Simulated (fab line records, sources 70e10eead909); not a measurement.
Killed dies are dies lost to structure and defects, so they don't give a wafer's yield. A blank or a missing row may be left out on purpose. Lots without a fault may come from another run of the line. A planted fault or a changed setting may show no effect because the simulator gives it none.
Chamber matching | flow nand_harc | NHARC_A_CHANNEL_HOLE_D1_DESCUM_15 on rie_diel-06: 4 sister chambers
The step chemistry O2, time 3 s. 18 wafers are shown with their chamber, then 9 later ones without.

WAFERS WITH THEIR CHAMBER
wafer  | chamber | drypump_motor_current_A (A) | oes_product_au (a.u.) | rf_vpp_V (V)
L074.2 | 3       | 5.5                         | 1.002                 | 58.4
L074.3 | 2       | 4.7                         | 1.007                 | 58.6
L074.5 | 0       | 6.1                         | 1.006                 | 58.3
L077.2 | 2       | 4.7                         | 1.005                 | 58.9
L077.5 | 2       | 4.8                         | 1.008                 | 58.4
L077.6 | 1       | 5.7                         | 0.985                 | 57.8
L079.1 | 3       | 5.5                         | 0.995                 | 58.9
L079.3 | 0       | 6.1                         | 1.005                 | 57.6
L079.6 | 1       | 5.7                         | 0.988                 | 58.0
L080.2 | 0       | 6.1                         | 0.999                 | 57.9
L080.3 | 2       | 4.7                         | 1.004                 | 56.8
L080.5 | 1       | 5.7                         | 0.997                 | 57.6
L084.1 | 1       | 5.7                         | 0.994                 | 59.1
L084.2 | 3       | 5.5                         | 1.000                 | 58.9
L084.4 | 0       | 6.1                         | 0.999                 | 58.6
L089.3 | 3       | 5.5                         | 0.993                 | 58.9
L089.4 | 2       | 4.7                         | 1.004                 | 57.9
L089.6 | 2       | 4.7                         | 1.016                 | 56.9

SIGNATURES (means of the wafers above)
reading                 | chamber 0 | chamber 1 | chamber 2 | chamber 3 | scatter within a chamber
drypump_motor_current_A | 6.100     | 5.700     | 4.717     | 5.500     | 0.0244
oes_product_au          | 1.00225   | 0.99100   | 1.00733   | 0.99750   | 0.00454
rf_vpp_V                | 58.100    | 58.125    | 57.917    | 58.775    | 0.658
Rule: a wafer's distance from a chamber is the root of the sum, over the readings, of the square of ((its reading less the chamber's mean) divided by the reading's scatter). The wafer belongs to the nearest chamber; if the next one is less than 2 further off, it can't be placed. The scatter: the root of (the sum of the squares of (reading less its chamber's mean) over the shown wafers, divided by (wafers less chambers)).

WAFERS WITHOUT THEIR CHAMBER
wafer  | drypump_motor_current_A (A) | oes_product_au (a.u.) | rf_vpp_V (V)
L093.1 | 5.7                         | 1.007                 | 56.6
L093.3 | 4.7                         | 1.010                 | 56.0
L093.4 | 6.1                         | 0.992                 | 58.7
L095.4 | 6.1                         | 1.002                 | 58.0
L095.5 | 5.7                         | 1.011                 | 56.6
L095.6 | 4.7                         | 1.002                 | 54.9
L096.2 | 5.7                         | 1.013                 | 58.4
L096.3 | 6.1                         | 0.993                 | 56.6
L096.6 | 5.7                         | 1.006                 | 56.9

WHICH CHAMBER EACH WENT THROUGH
wafer  | from the rows above | in truth
L093.1 | 1                   | 1
L093.3 | 2                   | 2
L093.4 | 0                   | 0
L095.4 | 0                   | 0
L095.5 | 1                   | 1
L095.6 | 2                   | 2
L096.2 | 1                   | 1
L096.3 | 0                   | 0
L096.6 | 1                   | 1
Placed correctly: 9 of 9. Can't be placed from these rows: 0. Placed wrongly: 0.
